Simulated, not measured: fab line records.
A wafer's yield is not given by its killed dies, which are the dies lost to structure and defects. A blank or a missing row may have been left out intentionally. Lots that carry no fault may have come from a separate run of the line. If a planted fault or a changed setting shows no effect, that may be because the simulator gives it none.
fab line records	flow n5Finfet	part 2 of 2: steps 4 to 6 of 6
record: lots: 20	wafers: 60	lastDay: 18
route steps=1938 shown FIN_SAQP@125 FIN_CUT@167 STI_FIN_REVEAL@187
lots untouched by any fault: they come from a run of this same line in which no faults occurred
startH: hours from the record's first day to the start of the lot's first wafer shown	waitH: how many hours have passed since the lot's step before this one	" unchanged from the row above	L1.1+2: a row that stands for several wafers	- either no value or no given start	* or withheld: withheld	< > ~ a bound
route shown NAME@n: a module of which the file shows steps, and the number in the route of the first	usual: mean and standard deviation over wafers with no fault	same: alike in all rows	chamber/n: place in a boat	sites: the reading at each site	_std_site: standard deviation of those values	_edge_site: mean of outer sites minus mean of inner sites	radiusMm: for every site, how far away it sits from the centre of the wafer	mask NAME#n: copy n	behind: the tool/chamber that last shaped the wafer	hold: cause of the lot's hold/its duration in hours/its outcome	device: which transistor (n, p or np) failed to switch	end of line: the route-end tests of the same wafers	for a step that has no rows: nothing shown but its recipe	killed: at the first sort, the dies lost to defects and structure; wafer yield is something else	map: the dies of a wafer, with x for killed, . for not killed, _ for no die there
set.NAME: the setting as run; set.NAME@STEP: as run at that earlier step	model.NAME: the simulator's own value behind a step, which no gauge read
route steps across a sampled set of lots; one table per step, one row per wafer
services: from which hour (startH, from the record's first day; less than 0 if before it) a tool's chamber was out of use, for how many hours, and why
== steps ==
step: N5_FIN_CUT_ETCH_30
recipe: chemistry: N2/H2	target: underlayer	targetDepthA: 130	maskMaterial: CAR-EUV	timeS: 10.4	ionEnergyEv: 200	pressureMtorr: 30	sourceW: 840	biasW: 150	n2FlowSccm: 200	h2FlowSccm: 200	ends: cleared
usual: drypumpMotorCurrentA: 5.7/0.52	etchRfOnTimeS: 10.4/0.37	oesProductAu: 0.65/0.061	rfVppV: 524.1/2.6	showerheadPlenumPTorr: 2.55/0.093	throttleValvePct: 17.77/0.28
lot.wafer	tool	chamber	startH	waitH	drypumpMotorCurrentA	etchRfOnTimeS	oesProductAu	rfHoursCounterH	rfVppV	showerheadPlenumPTorr	throttleValvePct
L074.4	rieDiel-04	3	26.51	0.0	5.9	11.1	0.60	185	520.1	2.42	17.74
L074.5	"	2	"	"	4.9	10.4	0.65	-	526.6	2.64	17.65
L074.6	"	3	"	"	5.9	11.0	0.60	-	521.6	2.42	17.74
L075.3	rieDiel-06	2	33.89	0.0	6.2	10.6	0.59	242	521.9	2.49	18.24
L075.4	"	0	"	"	5.9	10.5	0.64	149	528.3	2.67	18.06
L075.5	"	1	"	"	5.4	10.1	0.79	-	526.9	2.58	17.11
L076.2	rieDiel-04	1	40.25	0.0	6.2	10.6	0.64	153	525.5	2.67	17.66
L076.3	"	3	"	"	5.9	11.1	0.59	189	521.5	2.41	17.75
L076.4	"	0	"	"	5.3	10.7	0.66	107	527.0	2.68	17.79
L077.3	rieDiel-06	3	47.19	0.0	5.2	10.1	0.66	128	520.2	2.46	18.00
L077.4	"	2	"	"	6.2	10.7	0.58	246	523.2	2.49	18.26
L077.5	"	3	"	"	5.2	10.1	0.67	-	521.6	2.46	18.00
L078.1	rieDiel-06	1	50.39	0.0	5.4	10.2	0.78	17	523.9	2.58	17.12
L078.2	"	3	"	"	5.2	10.0	0.66	128	520.9	2.46	18.01
L078.4	"	0	"	"	5.9	10.5	0.64	154	525.6	2.67	18.09
L080.1	rieDiel-04	1	66.14	0.0	6.3	10.6	0.63	161	528.4	2.66	17.68
L080.2	"	3	"	"	5.9	10.9	0.60	197	518.9	2.41	17.78
L080.5	"	0	"	"	5.4	10.7	0.66	-	526.7	2.68	17.82
L081.2	rieDiel-06	3	70.69	0.0	5.2	10.2	0.65	136	520.9	2.46	18.03
L081.3	"	1	"	"	5.4	10.3	0.76	24	525.6	2.57	17.12
L081.6	"	3	"	"	5.2	10.2	0.65	-	522.9	2.46	18.02
L082.1	rieDiel-06	0	75.03	0.0	5.9	10.5	0.64	163	527.9	2.66	18.10
L082.4	"	3	"	"	5.2	10.3	0.64	-	520.6	2.46	18.00
L082.5	"	1	"	"	5.4	10.2	0.76	-	525.8	2.57	17.14
L083.3	rieDiel-02	0	80.78	0.0	6.4	9.7	0.61	233	525.1	2.61	17.74
L083.5	"	2	"	"	6.3	10.2	0.65	-	522.4	2.45	17.87
L083.6	"	1	"	"	5.1	10.3	0.61	-	525.7	2.63	17.58
L084.3	rieDiel-02	3	87.30	0.0	6.5	11.1	0.62	160	523.7	2.56	17.90
L084.4	"	1	"	"	5.0	10.1	0.62	198	527.4	2.62	17.59
L084.6	"	2	"	"	6.3	10.1	0.64	-	519.2	2.44	17.87
L085.1	rieDiel-02	3	94.72	0.0	6.5	11.0	0.61	162	524.3	2.55	17.88
L085.3	"	0	"	"	6.4	9.7	0.60	238	524.9	2.60	17.73
L085.5	"	2	"	"	6.3	10.2	0.64	-	521.3	2.44	17.89
L086.1	rieDiel-04	3	100.06	0.0	5.9	10.8	0.60	208	520.7	2.41	17.79
L086.2	"	1	"	"	6.2	10.5	0.64	171	525.5	2.66	17.70
L086.6	"	1	"	"	6.3	10.5	0.63	-	527.8	2.66	17.68
L087.1	rieDiel-06	2	104.67	0.0	6.2	10.0	0.81	8	521.6	2.49	17.77
L087.5	"	2	"	"	6.2	10.0	0.82	-	522.9	2.49	17.78
L087.6	"	3	"	"	5.2	10.3	0.64	-	520.2	2.45	18.03
L090.1	rieDiel-04	0	122.51	0.0	5.3	10.7	0.64	134	527.1	2.67	17.82
L090.4	"	1	"	"	6.2	10.7	0.62	178	524.4	2.66	17.72
L090.5	"	0	"	"	5.3	10.7	0.64	-	526.7	2.67	17.86
L091.2	rieDiel-04	3	128.43	0.0	5.9	10.8	0.59	217	519.3	2.40	17.80
L091.3	"	0	"	"	5.3	10.6	0.64	136	528.4	2.67	17.86
L091.5	"	0	"	"	5.3	10.6	0.64	-	524.8	2.67	17.86
L093.1	rieDiel-02	2	141.32	0.0	6.3	10.3	0.63	173	521.3	2.44	17.90
L093.2	"	1	"	"	5.1	10.2	0.61	214	527.0	2.62	17.61
L093.6	"	2	"	"	6.3	10.2	0.63	-	521.2	2.44	17.90
L094.3	rieDiel-06	2	148.36	0.0	6.2	10.1	0.78	24	521.8	2.48	17.81
L094.4	"	1	"	"	5.4	10.2	0.73	49	523.8	2.56	17.17
L094.6	"	3	"	"	5.2	10.3	0.63	-	520.8	2.45	18.08
L095.1	rieDiel-02	1	154.30	0.0	5.1	10.3	0.60	218	523.9	2.62	17.62
L095.5	"	1	"	"	5.1	10.3	0.60	-	526.3	2.61	17.61
L095.6	"	2	"	"	6.3	10.2	0.64	-	521.2	2.44	17.91
L096.1	rieDiel-06	1	159.52	0.0	5.4	10.3	0.71	53	524.5	2.56	17.17
L096.2	"	0	"	"	5.9	10.3	0.62	189	526.7	2.65	18.14
L096.4	"	2	"	"	6.2	10.1	0.77	27	523.4	2.48	17.81
L097.3	rieDiel-04	3	166.25	0.0	5.9	11.2	0.58	230	520.8	2.40	17.81
L097.4	"	1	"	"	6.3	10.5	0.62	193	524.3	2.65	17.75
L097.6	"	2	"	"	4.9	10.4	0.64	-	526.1	2.62	17.72
step: N5_STI_FIN_REVEAL_CMP_04
recipe: stopOn: Si3N4	tOverpolishS: 4	downForcePsi: 2	platenRpm: 54.18	postCmpClean: alkalineBrush	padVelocityMS: 1.078	targetThkNm: 131.83
usual: motorCurrentA: 8.3/1	overpolishRunS: 4.000/0.009	slurryFilterDpKPa: 13.50/0.13	timeToEndpointS: 101/5.9
lot.wafer	tool	chamber	startH	waitH	motorCurrentA	overpolishRunS	slurryFilterDpKPa	timeToEndpointS
L074.4	cmp-02	1	32.77	0.3	8.1	4.005	13.69	106
L074.6	"	2	"	"	6.6	3.989	13.63	115
L074.5	"	3	"	"	8.2	4.002	13.74	107
L075.4	cmp-02	1	40.51	0.0	8.1	3.993	13.42	103
L075.3	"	3	"	"	9.0	4.008	13.53	105
L075.5	"	2	"	"	6.9	3.988	13.14	107
L076.2	cmp-04	1	46.92	0.1	6.7	4.016	13.54	97
L076.3	"	2	"	"	9.1	4.012	13.44	102
L076.4	"	3	"	"	10.2	4.009	13.51	102
L077.4	cmp-04	1	54.33	0.0	6.7	4.005	13.42	94
L077.3	"	2	"	"	9.7	3.982	13.44	103
L077.5	"	2	"	"	8.8	4.005	13.54	101
L078.4	cmp-01	1	57.37	0.0	8.4	4.008	13.41	98
L078.2	"	3	"	"	9.0	4.000	13.77	96
L078.1	"	0	"	"	7.8	4.015	13.28	91
L080.1	cmp-01	3	72.23	0.0	8.8	3.992	13.65	102
L080.2	"	2	"	"	7.5	4.001	13.34	100
L080.5	"	0	"	"	7.6	4.002	13.56	92
L081.3	cmp-02	0	77.25	0.0	10.1	4.001	13.42	104
L081.2	"	2	"	"	6.5	3.994	13.37	113
L081.6	"	0	"	"	10.1	4.007	13.47	104
L082.4	cmp-04	0	81.46	0.1	8.4	3.990	13.70	106
L082.1	"	2	"	"	8.8	3.988	13.31	99
L082.5	"	3	"	"	9.2	3.986	13.54	104
L083.3	cmp-01	1	86.79	0.0	8.8	3.985	13.48	97
L083.5	"	1	"	"	8.4	4.008	13.41	97
L083.6	"	2	"	"	7.1	4.003	13.59	100
L084.4	cmp-01	1	93.35	0.0	8.9	4.004	13.64	92
L084.3	"	0	"	"	8.1	4.007	13.49	91
L084.6	"	2	"	"	7.3	4.000	13.67	101
L085.1	cmp-02	1	100.78	0.1	8.1	3.999	13.54	108
L085.3	"	2	"	"	6.9	3.994	13.47	114
L085.5	"	1	"	"	8.1	3.997	13.27	108
L086.1	cmp-04	0	106.08	0.0	8.5	4.000	13.63	104
L086.2	"	3	"	"	9.6	4.005	13.65	107
L086.6	"	1	"	"	7.1	3.993	13.55	96
L087.1	cmp-04	2	110.79	0.1	9.4	4.006	13.44	106
L087.6	"	0	"	"	8.5	3.997	13.54	113
L087.5	"	1	"	"	6.7	4.004	13.35	98
L090.1	cmp-04	2	128.61	0.0	9.2	3.994	13.62	102
L090.4	"	3	"	"	9.9	4.011	13.47	105
L090.5	"	3	"	"	9.4	3.989	13.36	111
L091.2	cmp-02	3	137.08	2.7	8.7	3.996	13.18	102
L091.3	"	0	"	"	10.4	3.995	13.47	92
L091.5	"	2	"	"	6.9	4.016	13.38	108
L093.1	cmp-01	3	147.49	0.1	8.4	4.016	13.54	92
L093.2	"	1	"	"	8.8	4.015	13.38	93
L093.6	"	3	"	"	8.6	3.999	13.64	98
L094.4	cmp-04	2	155.03	0.1	9.6	4.010	13.52	98
L094.3	"	3	"	"	9.9	3.986	13.27	109
L094.6	"	2	"	"	9.2	3.999	13.57	101
L095.1	cmp-02	2	160.44	0.1	6.5	4.003	13.54	105
L095.5	"	0	"	"	10.0	4.006	13.45	92
L095.6	"	1	"	"	8.1	3.990	13.45	93
L096.1	cmp-04	1	165.59	0.0	6.7	3.998	13.40	92
L096.4	"	3	"	"	10.0	3.995	13.33	105
L096.2	"	0	"	"	8.7	3.989	13.71	108
L097.3	cmp-01	3	172.62	0.0	8.6	4.003	13.31	105
L097.4	"	0	"	"	7.8	3.981	13.57	95
L097.6	"	0	"	"	7.5	3.996	13.34	97
step: N5_STI_FIN_REVEAL_DENSIFY_30
recipe: tempC: *	timeS: *	ambient: N2	idleTempC: 600	rampUpCPerS: 150	rampDownCPerS: 60	coolToC: 600
usual: lampPowerPct: 11.53/0.055	lamp_zone_6_pct: 11.451/0.022	wafer_temp_C_max: *
lot.wafer	tool	chamber	startH	waitH	lampPowerPct	lamp_zone_6_pct	wafer_temp_C_max
L074.4	rtpAnneal-01	0	33.12	0.2	11.52	11.448	*
L074.5	"	0	"	"	11.50	11.476	*
L074.6	"	0	"	"	11.59	11.447	*
L075.3	rtpAnneal-01	0	40.92	0.1	11.51	11.456	*
L075.4	"	0	"	"	11.51	11.442	*
L075.5	"	0	"	"	11.56	11.441	*
L076.2	rtpAnneal-01	0	47.58	0.4	11.49	11.473	*
L076.3	"	0	"	"	11.53	11.432	*
L076.4	"	0	"	"	11.52	11.437	*
L077.3	rtpAnneal-01	0	54.90	0.3	11.55	11.417	*
L077.4	"	0	"	"	11.58	11.458	*
L077.5	"	0	"	"	11.62	11.458	*
L078.1	rtpAnneal-01	0	57.69	0.0	11.54	11.463	*
L078.2	"	0	"	"	11.51	11.463	*
L078.4	"	0	"	"	11.55	11.441	*
L080.1	rtpAnneal-01	0	72.56	0.0	11.53	11.470	*
L080.2	"	0	"	"	11.60	11.447	*
L080.5	"	0	"	"	11.54	11.474	*
L081.2	rtpAnneal-01	0	77.60	0.1	11.62	11.445	*
L081.3	"	0	"	"	11.47	11.426	*
L081.6	"	0	"	"	11.49	11.500	*
L082.1	rtpAnneal-02	0	81.74	0.0	11.56	11.457	*
L082.4	"	0	"	"	11.53	11.460	*
L082.5	"	0	"	"	11.64	11.430	*
L083.3	rtpAnneal-01	0	87.71	0.6	11.61	11.472	*
L083.5	"	0	"	"	11.60	11.450	*
L083.6	"	0	"	"	11.65	11.458	*
L084.3	rtpAnneal-02	0	93.74	0.1	11.54	11.427	*
L084.4	"	0	"	"	11.62	11.466	*
L084.6	"	0	"	"	11.48	11.452	*
L085.1	rtpAnneal-02	0	101.06	0.0	11.51	11.460	*
L085.3	"	0	"	"	11.44	11.466	*
L085.5	"	0	"	"	11.53	11.477	*
L086.1	rtpAnneal-01	0	106.41	0.0	11.45	11.420	*
L086.2	"	0	"	"	11.50	11.454	*
L086.6	"	0	"	"	11.57	11.430	*
L087.1	rtpAnneal-01	0	111.13	0.1	11.57	11.463	*
L087.5	"	0	"	"	11.57	11.471	*
L087.6	"	0	"	"	11.60	11.450	*
L090.1	rtpAnneal-02	0	128.94	0.0	11.50	11.446	*
L090.4	"	0	"	"	11.47	11.456	*
L090.5	"	0	"	"	11.52	11.456	*
L091.2	rtpAnneal-02	0	137.36	0.1	11.58	11.405	*
L091.3	"	0	"	"	11.43	11.452	*
L091.5	"	0	"	"	11.55	11.443	*
L093.1	rtpAnneal-01	0	147.77	0.0	11.52	11.452	*
L093.2	"	0	"	"	11.49	11.472	*
L093.6	"	0	"	"	11.53	11.456	*
L094.3	rtpAnneal-02	0	155.38	0.1	11.49	11.401	*
L094.4	"	0	"	"	11.64	11.450	*
L094.6	"	0	"	"	11.57	11.409	*
L095.1	rtpAnneal-02	0	160.68	0.0	11.61	11.468	*
L095.5	"	0	"	"	11.49	11.417	*
L095.6	"	0	"	"	11.47	11.470	*
L096.1	rtpAnneal-02	0	165.98	0.1	11.50	11.431	*
L096.2	"	0	"	"	11.50	11.489	*
L096.4	"	0	"	"	11.60	11.398	*
L097.3	rtpAnneal-02	0	173.00	0.1	11.54	11.468	*
L097.4	"	0	"	"	11.58	11.444	*
L097.6	"	0	"	"	11.62	11.428	*
== services ==
tool	chamber	startH	hours	kind
cmp-01	-	1.73	4.0	pm
rieDiel-06	3	10.86	14.6	repair
aldSin-03	-	20.73	0.8	repair
rieDiel-03	0	22.13	4.5	repair
aldSin-02	2	28.17	2.8	repair
aldSin-03	2	31.08	2.9	repair
cmp-04	-	31.29	4.0	pm
rieDiel-03	-	37.29	15.6	pm
cmp-04	-	39.21	0.7	repair
rieDiel-01	0	55.61	8.9	repair
aldSin-02	-	62.60	2.8	pm
rieDiel-03	2	62.77	34.7	repair
cmp-04	-	66.46	3.1	repair
rieDiel-05	-	71.97	0.2	repair
aldSin-02	-	85.25	14.0	pm
rtpAnneal-02	-	87.14	3.7	pm
rieDiel-01	2	91.24	11.0	repair
rieDiel-05	1	93.44	4.1	repair
cmp-04	-	103.68	1.0	repair
rieDiel-04	2	105.53	3.5	repair
aldSin-03	2	128.68	2.9	repair
cmp-04	-	140.01	3.1	pm
rieDiel-04	2	140.05	19.5	repair
aldSin-03	3	163.57	4.5	repair
